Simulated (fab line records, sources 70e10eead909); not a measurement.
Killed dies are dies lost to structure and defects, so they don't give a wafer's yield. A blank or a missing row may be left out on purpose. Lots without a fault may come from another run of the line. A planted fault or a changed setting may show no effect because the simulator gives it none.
fab line records | flow nand_harc
record lots=6 wafers=18 last_day=25
route steps=1159 shown A_STAIRCASE@570 END@1159
lots that met no fault: from a run of the same line without faults
start_h: hours from the record's first day to the start of the lot's first wafer shown | wait_h: hours since the lot's step before | " the same as in the row above | L1.1+2: a row that stands for several wafers | - no value, or no start given | * or withheld: withheld | < > ~ a bound
route shown NAME@n: a module of which the file shows steps, and the number in the route of the first | usual: mean/standard deviation of fault-free wafers | same: alike in all rows | chamber/n: place in a boat | sites: the reading at each site | _std_site: their standard deviation | _edge_site: outer sites' mean less inner sites' | radius_mm: how far each site lies from the wafer's centre | mask NAME#n: copy n | behind: the tool/chamber that last shaped the wafer | hold: why the lot was held/for how many hours/how that ended | device: the transistor (n, p or np) that didn't switch | end of line: the same wafers' tests at the end of the route | a step without rows: its recipe alone | killed: dies lost to structure and defects at the first sort, not the wafer's yield | map: a wafer's dies, x killed, . not, _ none there
set.NAME: the setting as run; set.NAME@STEP: as run at that earlier step | model.NAME: the simulator's own value behind a step, which no gauge read
lots at some steps of the route; a table a step, a row a wafer
services: from which hour (start_h, from the record's first day; less than 0 if before it) a tool's chamber was out of use, for how many hours, and why
## steps
# step NHARC_A_STAIRCASE_DEHYDRATE_176
# recipe temp_c=150 time_s=120
# step NHARC_A_STAIRCASE_HMDS_177
# recipe time_s=30
# step NHARC_A_STAIRCASE_COAT_178
# recipe spin_rpm=1200
# step NHARC_A_STAIRCASE_SOFTBAKE_179
# recipe temp_c=135 time_s=170
# step NHARC_A_STAIRCASE_EBR_180
# step NHARC_A_STAIRCASE_EXPOSE_181
# recipe na=0.5 dose_mj=27.87 mask_id=STAIR_2
# step NHARC_A_STAIRCASE_PEB_182
# recipe peb_temp_c=115 peb_time_s=130
# step NHARC_A_STAIRCASE_DEVELOP_183
# recipe time_s=140
# step NHARC_A_STAIRCASE_HARDBAKE_185
# recipe temp_c=120 time_s=140
# step NHARC_A_STAIRCASE_DESCUM_186
# recipe time_s=3 o2_flow_sccm=200 ar_flow_sccm=0 bias_power_w=0 chemistry=O2
# usual drypump_motor_current_A=5.65/0.3 oes_product_au=0.997/0.0098 rf_vpp_V=57.8/0.86 showerhead_plenum_p_Torr=1.95/0.07 throttle_valve_pct=11.310/0.009
# columns lot.wafer tool chamber start_h wait_h drypump_motor_current_A oes_product_au rf_hours_counter_h rf_vpp_V showerhead_plenum_p_Torr throttle_valve_pct
L685.3 rie_diel-08 1 261.35 - 5.68 1.000 43 57.1 2.03 11.303
L685.2 " 2 " " 5.51 1.002 47 58.2 2.02 11.296
L685.5 " 1 " " 5.70 1.005 - 57.9 2.03 11.314
L684.1 rie_diel-12 0 267.21 - 5.63 0.998 15 55.9 1.86 11.320
L684.2 " 1 " " 5.97 1.001 20 58.0 1.87 11.299
L684.6 " 0 " " 5.65 0.993 - 56.7 1.86 11.305
L688.1 rie_diel-08 1 276.42 - 5.72 0.998 48 57.4 2.03 11.308
L688.4 " 2 " " 5.49 0.986 53 57.9 2.02 11.300
L688.6 " 0 " " 5.19 1.014 - 57.2 1.88 11.319
L689.1 rie_diel-12 0 293.46 - 5.66 0.983 25 56.1 1.86 11.320
L689.4 " 3 " " 5.17 0.986 29 59.4 2.02 11.291
L689.6 " 0 " " 5.65 0.977 - 57.4 1.86 11.323
L701.3 rie_diel-12 0 363.97 - 5.64 1.005 52 58.9 1.85 11.318
L701.5 " 1 " " 5.98 0.996 - 58.4 1.86 11.324
L701.6 " 2 " " 5.55 0.995 - 59.1 2.04 11.313
L702.2 rie_diel-12 3 378.67 - 5.15 0.982 59 56.8 2.01 11.305
L702.1 " 0 " " 5.61 0.995 56 59.4 1.85 11.322
L702.4 " 1 " " 5.99 0.993 59 59.4 1.86 11.302
# step NHARC_A_STAIRCASE_TRIM_187
# recipe time_s=211.2 o2_flow_sccm=500 ar_flow_sccm=0 bias_w=0 chemistry=O2
# usual drypump_motor_current_A=5.6/0.31 oes_product_au=0.997/0.01 rf_vpp_V=57.8/0.98 showerhead_plenum_p_Torr=3.60/0.12 throttle_valve_pct=17.037/0.0097
# columns lot.wafer tool chamber start_h wait_h drypump_motor_current_A oes_product_au rf_hours_counter_h rf_vpp_V showerhead_plenum_p_Torr throttle_valve_pct
L685.2 rie_diel-08 0 261.45 0.1 5.2 1.024 47 57.2 3.47 17.028
L685.3 " 2 " " 5.5 0.990 47 58.5 3.71 17.047
L685.5 " 3 " " 6.2 1.001 - 57.9 3.66 17.040
L684.2 rie_diel-12 0 267.38 0.2 5.7 1.004 15 57.4 3.44 17.043
L684.1 " 1 " " 6.0 1.012 20 57.9 3.45 17.032
L684.6 " 0 " " 5.6 0.994 - 58.1 3.44 17.033
L688.4 rie_diel-08 3 276.71 0.3 6.2 0.993 52 58.8 3.66 17.036
L688.1 " 0 " " 5.2 1.015 52 58.2 3.47 17.025
L688.6 " 3 " " 6.2 1.004 - 58.7 3.66 17.052
L689.1 rie_diel-12 2 293.56 0.1 5.6 0.988 30 57.5 3.75 17.021
L689.4 " 3 " " 5.2 0.992 29 59.9 3.71 17.033
L689.6 " 2 " " 5.6 0.999 - 58.2 3.75 17.038
L701.3 rie_diel-12 1 364.04 0.1 6.0 0.983 55 56.0 3.44 17.050
L701.5 " 1 " " 6.0 0.986 - 58.1 3.44 17.052
L701.6 " 2 " " 5.5 0.985 - 59.4 3.74 17.035
L702.1 rie_diel-12 2 378.75 0.1 5.6 0.991 59 58.0 3.74 17.050
L702.2 " 3 " " 5.2 0.988 59 56.4 3.69 17.024
L702.4 " 1 " " 6.0 0.989 59 57.0 3.43 17.043
# step NHARC_A_STAIRCASE_ETCH_188
# recipe target_depth_a=1000 time_s=40.5 ion_energy_ev=400 c4f8_flow_sccm=20 o2_flow_sccm=10 ar_flow_sccm=withheld rf_w=600 bias_w=1000 chemistry=C4F8/O2
# usual oes_product_au=0.935/0.014 rf_fwd_power_W=591.5/3 rf_vpp_V=898/4.4
# columns lot.wafer tool chamber start_h wait_h oes_product_au rf_fwd_power_W rf_hours_counter_h rf_vpp_V
L685.3 rie_diel-08 0 261.59 - 0.961 588.1 47 894
L685.2 " 2 " " 0.963 591.5 47 903
L685.5 " 0 " " 0.963 588.5 - 895
L684.2 rie_diel-12 3 267.53 - 1.137 831.8 19 902
L684.1 " 1 " " 1.151 834.1 20 893
L684.6 " 3 " " 1.139 827.3 - 901
L688.4 rie_diel-08 2 276.87 - 0.926 586.7 53 901
L688.1 " 3 " " 0.920 592.1 52 902
L688.6 " 2 " " 0.925 591.3 - 903
L689.1 rie_diel-12 2 293.70 - 1.166 837.2 30 905
L689.4 " 3 " " 1.181 834.3 29 902
L689.6 " 1 " " 1.164 832.0 - 892
L701.3 rie_diel-12 3 364.22 - 0.938 592.2 55 902
L701.6 " 3 " " 0.930 592.7 - 901
L701.5 " 0 " " 0.954 592.2 - 893
L702.1 rie_diel-12 3 378.92 - 0.923 589.4 59 900
L702.4 " 0 " " 0.936 588.2 56 891
L702.2 " 2 " " 0.924 594.5 59 904
# step NHARC_A_STAIRCASE_TRIM_189
# recipe time_s=211.2 o2_flow_sccm=500 ar_flow_sccm=0 bias_w=0 chemistry=O2
# usual drypump_motor_current_A=5.6/0.31 oes_product_au=0.997/0.0098 rf_vpp_V=57.9/0.82 showerhead_plenum_p_Torr=3.59/0.12 throttle_valve_pct=17.035/0.0091
# columns lot.wafer tool chamber start_h wait_h drypump_motor_current_A oes_product_au rf_hours_counter_h rf_vpp_V showerhead_plenum_p_Torr throttle_valve_pct
L685.2 rie_diel-08 2 - - 5.5 0.996 47 59.1 3.71 17.041
L685.3 " 0 " " 5.2 1.017 47 57.7 3.48 17.041
L685.5 " 2 " " 5.5 0.991 - 58.3 3.71 17.028
L684.2 rie_diel-12 0 - - 5.6 0.997 16 57.4 3.44 17.034
L684.1 " 1 " " 6.0 0.994 21 57.4 3.45 17.034
L684.6 " 3 " " 5.2 1.002 - 56.8 3.71 17.038
L688.1 rie_diel-08 1 - - 5.7 1.014 48 58.3 3.72 17.034
L688.4 " 2 " " 5.5 0.999 54 58.8 3.71 17.045
L688.6 " 0 " " 5.2 1.018 - 57.1 3.47 17.049
L689.4 rie_diel-12 2 - - 5.6 0.993 30 58.8 3.75 17.030
L689.1 " 3 " " 5.2 0.991 29 58.0 3.71 17.034
L689.6 " 2 " " 5.6 1.001 - 56.6 3.75 17.024
L701.3 rie_diel-12 3 - - 5.2 0.996 55 57.6 3.69 17.025
L701.6 " 2 " " 5.6 0.986 - 59.2 3.74 17.042
L701.5 " 3 " " 5.3 0.996 - 58.0 3.69 17.034
L702.1 rie_diel-12 3 - - 5.2 0.991 59 58.5 3.69 17.021
L702.2 " 0 " " 5.6 1.000 56 58.2 3.42 17.044
L702.4 " 2 " " 5.6 0.999 59 59.0 3.74 17.035
# step NHARC_END_SORT_01
# recipe temp_c=25
# usual killed_at_array=28/8.6 killed_at_other=0.7/1.2 killed_at_periphery=3.1/2.3 killed_dies=32/8.7 killed_open=3.2/1.7 killed_short=2.0/1.5
# same gross_dies=677
# columns lot.wafer tool chamber start_h wait_h hold killed_at_array killed_at_other killed_at_periphery killed_dies killed_open killed_short
L685.2 prober-01 0 460.70 2.8 - 21 1 6 28 6 1
L685.3 prober-01 0 461.50 3.1 - 22 0 6 28 6 1
L685.5 prober-01 0 463.10 3.7 - 23 0 3 26 4 2
L684.1 prober-01 0 472.75 2.5 await_dispo/7.3h/scrap 676 0 1 677 2 2
L684.2 prober-01 0 473.56 2.8 await_dispo/7.3h/scrap 669 6 2 677 4 1
L684.6 prober-01 0 476.81 4.1 await_dispo/7.3h/scrap 673 1 3 677 2 3
L688.1 prober-01 0 485.14 2.5 - 14 0 11 25 2 0
L688.4 prober-01 0 487.50 3.4 - 22 0 8 30 2 2
L688.6 prober-01 0 489.08 3.9 - 23 2 6 31 5 3
L689.1 prober-01 0 492.92 2.5 await_dispo/3.8h/scrap 676 0 1 677 1 4
L689.4 prober-01 0 495.30 3.4 await_dispo/3.8h/scrap 676 1 0 677 2 3
L689.6 prober-01 0 496.89 4.0 await_dispo/3.8h/scrap 676 1 0 677 3 2
L701.3 prober-01 0 584.01 3.1 - 24 0 2 26 4 1
L701.5 prober-01 0 585.60 3.7 - 29 2 6 37 8 0
L701.6 prober-01 0 586.39 4.0 - 22 0 3 25 1 0
L702.1 prober-01 0 590.23 2.5 - 20 0 4 24 3 1
L702.2 prober-01 0 591.04 2.8 - 18 0 3 21 1 1
L702.4 prober-01 0 592.66 3.4 - 20 1 3 24 0 2
# killed by level:class
L685.2 A_SLIT:chamber_film_flake=13 A_STAIRCASE:chamber_film_flake=2 P_M0:geometric_particle:open=2 P_ZERO_WELL:chamber_film_flake=2 P_CONTACT:geometric_particle:short=1 P_M1:geometric_particle:open=1 A_ONON_D1:geometric_particle:open=1 A_BLC:geometric_particle:open=1
L685.3 A_SLIT:chamber_film_flake=8 A_STAIRCASE:chamber_film_flake=4 A_SGD_CUT:chamber_film_flake=3 A_CONTACT:geometric_particle:open=2 P_ZERO_WELL:chamber_film_flake=2 A_CHANNEL_HOLE_D1:chamber_film_flake=2 P_CONTACT:geometric_particle:open=1 P_M0:geometric_particle:open=1
L685.5 A_SLIT:chamber_film_flake=8 A_CONTACT:geometric_particle:open=3 P_ZERO_WELL:chamber_film_flake=3 A_CHANNEL_HOLE_D1:chamber_film_flake=3 A_STAIRCASE:chamber_film_flake=3 A_CHANNEL_FILL_D1:geometric_particle:open=1 A_WL_FILL:geometric_particle:short=1 A_CONTACT:geometric_particle:short=1
L684.1 A_STAIRCASE:area_etch=650 A_SLIT:chamber_film_flake=9 A_M1:chamber_film_flake=5 A_CONTACT:chamber_film_flake=3 A_CHANNEL_HOLE_D1:chamber_film_flake=2 A_SGD_CUT:geometric_particle:short=1 A_CONTACT:geometric_particle:open=1 A_BLC:geometric_particle:short=1
L684.2 A_STAIRCASE:area_etch=631 A_SLIT:chamber_film_flake=12 A_CONTACT:chamber_film_flake=6 THIN_TSV:chamber_film_flake=6 A_M0:chamber_film_flake=4 A_M1:chamber_film_flake=4 A_STAIRCASE:chamber_film_flake=3 P_GATE:chamber_film_flake=2
L684.6 A_STAIRCASE:area_etch=648 A_SLIT:chamber_film_flake=7 A_M0:chamber_film_flake=5 A_CHANNEL_HOLE_D1:chamber_film_flake=3 A_CONTACT:chamber_film_flake=3 P_GATE:chamber_film_flake=2 A_STAIRCASE:chamber_film_flake=2 P_M0:geometric_particle:short=1
L688.1 A_SLIT:chamber_film_flake=7 P_CONTACT:chamber_film_flake=5 P_ZERO_WELL:chamber_film_flake=4 P_CONTACT:geometric_particle:open=2 A_CHANNEL_HOLE_D1:chamber_film_flake=2 A_STAIRCASE:chamber_film_flake=2 A_M1:chamber_film_flake=2 A_CONTACT:chamber_film_flake=1
L688.4 A_SLIT:chamber_film_flake=10 P_CONTACT:chamber_film_flake=4 A_STAIRCASE:chamber_film_flake=3 A_M1:chamber_film_flake=3 A_ZERO_WELL:chamber_film_flake=2 P_CONTACT:geometric_particle:short=1 P_CONTACT:geometric_particle:open=1 A_ONON_D1:geometric_particle:open=1
L688.6 A_SLIT:chamber_film_flake=10 A_CHANNEL_HOLE_D1:chamber_film_flake=4 P_ZERO_WELL:chamber_film_flake=2 P_STI:chamber_film_flake=2 P_CONTACT:chamber_film_flake=2 A_ONON_D1:geometric_particle:open=1 A_CHANNEL_HOLE_D1:geometric_particle:short=1 A_CHANNEL_FILL_D1:geometric_particle:open=1
L689.1 A_STAIRCASE:area_etch=645 A_SLIT:chamber_film_flake=11 A_CONTACT:chamber_film_flake=8 A_STAIRCASE:chamber_film_flake=7 P_M0:geometric_particle:short=1 A_ONON_D1:geometric_particle:short=1 A_ONON_D1:geometric_particle:open=1 A_CHANNEL_HOLE_D1:geometric_particle:short=1
L689.4 A_STAIRCASE:area_etch=649 A_SLIT:chamber_film_flake=11 A_STAIRCASE:chamber_film_flake=6 A_CHANNEL_HOLE_D1:chamber_film_flake=3 A_ONON_D1:geometric_particle:short=2 A_ONON_D1:geometric_particle:open=1 A_SGD_CUT:geometric_particle:short=1 A_BLC:geometric_particle:open=1
L689.6 A_STAIRCASE:area_etch=652 A_SLIT:chamber_film_flake=10 A_CONTACT:chamber_film_flake=5 A_CHANNEL_HOLE_D1:chamber_film_flake=2 A_STAIRCASE:chamber_film_flake=2 A_ONON_D1:geometric_particle:short=1 A_ONON_D1:geometric_particle:open=1 A_WL_FILL:geometric_particle:open=1
L701.3 A_CHANNEL_HOLE_D1:chamber_film_flake=8 A_M1:chamber_film_flake=4 A_BLC:geometric_particle:open=3 A_CONTACT:chamber_film_flake=3 A_STAIRCASE:chamber_film_flake=2 A_SLIT:chamber_film_flake=2 P_STI:geometric_particle:short=1 A_CHANNEL_FILL_D1:geometric_particle:open=1
L701.5 A_CHANNEL_HOLE_D1:chamber_film_flake=8 A_STAIRCASE:chamber_film_flake=5 A_CONTACT:chamber_film_flake=4 A_SLIT:chamber_film_flake=3 A_CHANNEL_HOLE_D1:geometric_particle:open=2 A_CONTACT:geometric_particle:open=2 P_M0:chamber_film_flake=2 A_ZERO_WELL:chamber_film_flake=2
L701.6 A_CHANNEL_HOLE_D1:chamber_film_flake=7 A_STAIRCASE:chamber_film_flake=5 A_WL_FILL:chamber_film_flake=3 P_GATE:chamber_film_flake=2 A_SLIT:chamber_film_flake=2 A_M1:chamber_film_flake=2 A_CONTACT:geometric_particle:open=1 P_M0:chamber_film_flake=1
L702.1 A_CHANNEL_HOLE_D1:chamber_film_flake=8 A_SLIT:chamber_film_flake=3 A_CONTACT:chamber_film_flake=3 P_M0:chamber_film_flake=2 A_STAIRCASE:chamber_film_flake=2 P_M0:geometric_particle:open=1 A_ONON_D1:geometric_particle:open=1 A_CHANNEL_FILL_D1:geometric_particle:open=1
L702.2 A_CHANNEL_HOLE_D1:chamber_film_flake=7 A_CONTACT:chamber_film_flake=7 P_M0:chamber_film_flake=2 A_SLIT:chamber_film_flake=2 A_ONON_D1:geometric_particle:open=1 A_CHANNEL_FILL_D1:geometric_particle:short=1 P_ZERO_WELL:chamber_film_flake=1
L702.4 A_CHANNEL_HOLE_D1:chamber_film_flake=7 A_SLIT:chamber_film_flake=7 A_CONTACT:chamber_film_flake=4 P_M2:chamber_film_flake=2 A_ONON_D1:geometric_particle:short=1 STARTING-WAFER:geometric_particle:short=1 P_ZERO_WELL:chamber_film_flake=1 A_STAIRCASE:chamber_film_flake=1
# map L684.1 (x killed, . not)
____________x____________
_________xxxxxxx_________
_______xxxxxxxxxxx_______
______xxxxxxxxxxxxx______
_____xxxxxxxxxxxxxxx_____
____xxxxxxxxxxxxxxxxx____
____xxxxxxxxxxxxxxxxx____
___xxxxxxxxxxxxxxxxxxx___
___xxxxxxxxxxxxxxxxxxx___
__xxxxxxxxxxxxxxxxxxxxx__
__xxxxxxxxxxxxxxxxxxxxx__
_xxxxxxxxxxxxxxxxxxxxxxx_
_xxxxxxxxxxxxxxxxxxxxxxx_
_xxxxxxxxxxxxxxxxxxxxxxx_
_xxxxxxxxxxxxxxxxxxxxxxx_
_xxxxxxxxxxxxxxxxxxxxxxx_
xxxxxxxxxxxxxxxxxxxxxxxxx
xxxxxxxxxxxxxxxxxxxxxxxxx
xxxxxxxxxxxxxxxxxxxxxxxxx
xxxxxxxxxxxxxxxxxxxxxxxxx
xxxxxxxxxxxxxxxxxxxxxxxxx
_xxxxxxxxxxxxxxxxxxxxxxx_
_xxxxxxxxxxxxxxxxxxxxxxx_
_xxxxxxxxxxxxxxxxxxxxxxx_
_xxxxxxxxxxxxxxxxxxxxxxx_
_xxxxxxxxxxxxxxxxxxxxxxx_
__xxxxxxxxxxxxxxxxxxxxx__
__xxxxxxxxxxxxxxxxxxxxx__
___xxxxxxxxxxxxxxxxxxx___
___xxxxxxxxxxxxxxxxxxx___
____xxxxxxxxxxxxxxxxx____
____xxxxxxxxxxxxxxxxx____
_____xxxxxxxxxxxxxxx_____
______xxxxxxxxxxxxx______
_______xxxxxxxxxxx_______
_________xxxxxxx_________
____________x____________
# map L689.1 (x killed, . not)
____________x____________
_________xxxxxxx_________
_______xxxxxxxxxxx_______
______xxxxxxxxxxxxx______
_____xxxxxxxxxxxxxxx_____
____xxxxxxxxxxxxxxxxx____
____xxxxxxxxxxxxxxxxx____
___xxxxxxxxxxxxxxxxxxx___
___xxxxxxxxxxxxxxxxxxx___
__xxxxxxxxxxxxxxxxxxxxx__
__xxxxxxxxxxxxxxxxxxxxx__
_xxxxxxxxxxxxxxxxxxxxxxx_
_xxxxxxxxxxxxxxxxxxxxxxx_
_xxxxxxxxxxxxxxxxxxxxxxx_
_xxxxxxxxxxxxxxxxxxxxxxx_
_xxxxxxxxxxxxxxxxxxxxxxx_
xxxxxxxxxxxxxxxxxxxxxxxxx
xxxxxxxxxxxxxxxxxxxxxxxxx
xxxxxxxxxxxxxxxxxxxxxxxxx
xxxxxxxxxxxxxxxxxxxxxxxxx
xxxxxxxxxxxxxxxxxxxxxxxxx
_xxxxxxxxxxxxxxxxxxxxxxx_
_xxxxxxxxxxxxxxxxxxxxxxx_
_xxxxxxxxxxxxxxxxxxxxxxx_
_xxxxxxxxxxxxxxxxxxxxxxx_
_xxxxxxxxxxxxxxxxxxxxxxx_
__xxxxxxxxxxxxxxxxxxxxx__
__xxxxxxxxxxxxxxxxxxxxx__
___xxxxxxxxxxxxxxxxxxx___
___xxxxxxxxxxxxxxxxxxx___
____xxxxxxxxxxxxxxxxx____
____xxxxxxxxxxxxxxxxx____
_____xxxxxxxxxxxxxxx_____
______xxxxxxxxxxxxx______
_______xxxxxxxxxxx_______
_________xxxxxxx_________
____________x____________
## services
# columns tool chamber start_h hours kind
rie_diel-12 0 245.72 8.6 repair
rie_diel-12 0 260.44 - clean
rie_diel-12 1 260.44 - clean
rie_diel-12 2 260.44 - clean
rie_diel-12 3 260.44 - clean
rie_diel-12 0 285.58 - clean
rie_diel-12 1 285.58 - clean
rie_diel-12 2 285.58 - clean
rie_diel-12 3 285.58 - clean
rie_diel-08 - 301.86 9.0 pm
rie_diel-12 0 310.08 - clean
rie_diel-12 1 310.08 - clean
rie_diel-12 2 310.08 - clean
rie_diel-12 3 310.08 - clean
rie_diel-08 - 312.16 1.9 repair
rie_diel-12 0 334.61 - clean
rie_diel-12 1 334.61 - clean
rie_diel-12 2 334.61 - clean
rie_diel-12 3 334.61 - clean
rie_diel-08 1 338.56 8.3 repair
rie_diel-12 0 359.11 - clean
rie_diel-12 1 359.11 - clean
rie_diel-12 2 359.11 - clean
rie_diel-12 3 359.11 - clean
## key
first_sign step=NHARC_A_STAIRCASE_ETCH_188 reading=rf_fwd_power_W direction=up sigmas=81 usual=* struck=*
effect step=NHARC_A_STAIRCASE_ETCH_188 reading=oes_product_au direction=up sigmas=16 usual=0.935 struck=1.156
effect step=NHARC_END_SORT_01 reading=killed_at_array direction=up sigmas=75 usual=28 struck=674
more_kills_born_at NHARC_A_STAIRCASE_ETCH_188@rie_diel-12=3875
met_at NHARC_A_STAIRCASE_ETCH_188
struck_wafers L684.1,L684.2,L684.6,L689.1,L689.4,L689.6
later_rows_left_out L684.1,L684.2,L684.6,L689.1,L689.4,L689.6
tester_left_out L684,L689
fault kind=process_parameter_drift tool=rie_diel-12 chamber=- onset_h=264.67 steps=NHARC_A_STAIRCASE_ETCH_188 channel=rf_w offset=* shape=step end_h=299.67 acts_in=* stated=*
# tester_left_out: of these lots the tester's yield and bins aren't shown, on N5 and GAA mostly nor the transistor test; their killed dies are dies lost to structure and defects alone, not to doping, threshold or leakage, so they don't give the yield
# later_rows_left_out: the simulator's readings of these wafers behind a module that went badly wrong aren't trusted and aren't shown, but for the sort
